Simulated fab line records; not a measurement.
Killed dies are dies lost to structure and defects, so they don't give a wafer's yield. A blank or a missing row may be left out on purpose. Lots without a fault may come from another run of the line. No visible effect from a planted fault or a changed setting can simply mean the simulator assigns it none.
Matching of chambers + flow n5-finfet + N5_BEOL_M6_ETCH_62 on rie-diel-01 has 4 sister chambers
The step etches SOC in N2/H2, target depth 110 nm, overetch 22 nm, time 165 s. 8 wafers are shown with their chamber, then 7 later ones without.

== WAFERS WITH THEIR CHAMBER ==
| wafer  | chamber | showerhead-plenum-p-Torr (Torr) | rf-vpp-V (V) |
|--------|---------|---------------------------------|--------------|
| L078.2 | 0       | 2.64                            | 526.2        |
| L078.6 | 3       | 2.51                            | 523.6        |
| L080.2 | 0       | 2.64                            | 527.0        |
| L082.5 | 2       | 2.59                            | 525.0        |
| L085.2 | 2       | 2.58                            | 525.1        |
| L085.6 | 1       | 2.39                            | 520.7        |
| L089.3 | 3       | 2.50                            | 524.0        |
| L089.4 | 1       | 2.39                            | 520.5        |

== WAFERS WITH NO CHAMBER GIVEN ==
| wafer  | showerhead-plenum-p-Torr (Torr) | rf-vpp-V (V) |
|--------|---------------------------------|--------------|
| L089.6 | 2.63                            | 526.9        |
| L090.1 | 2.50                            | 523.0        |
| L090.4 | 2.39                            | 519.7        |
| L090.6 | 2.39                            | 521.1        |
| L094.2 | 2.63                            | 526.5        |
| L094.5 | 2.63                            | 525.2        |
| L094.6 | 2.50                            | 521.8        |

== WHICH CHAMBER EACH WENT THROUGH ==
| wafer  | from the rows above | in truth |
|--------|---------------------|----------|
| L089.6 | 0                   | 0        |
| L090.1 | 3                   | 3        |
| L090.4 | 1                   | 1        |
| L090.6 | 1                   | 1        |
| L094.2 | 0                   | 0        |
| L094.5 | 0                   | 0        |
| L094.6 | 3                   | 3        |
7 of 7 placed correctly. From these rows, 0 cannot be placed. Placed wrongly: 0.
How it was worked out, from the rows above alone: a wafer's distance from a chamber is the root of the sum, over the readings, of the square of ((its reading less the chamber's mean) divided by the reading's scatter). The wafer belongs to the nearest chamber; if the next one is less than 2 further off, it can't be placed. The mean given for a chamber averages the wafers shown for that chamber. The scatter: take each reading less its chamber's mean, square it, sum over the shown wafers, divide by the number of wafers less the number of chambers, and take the root.
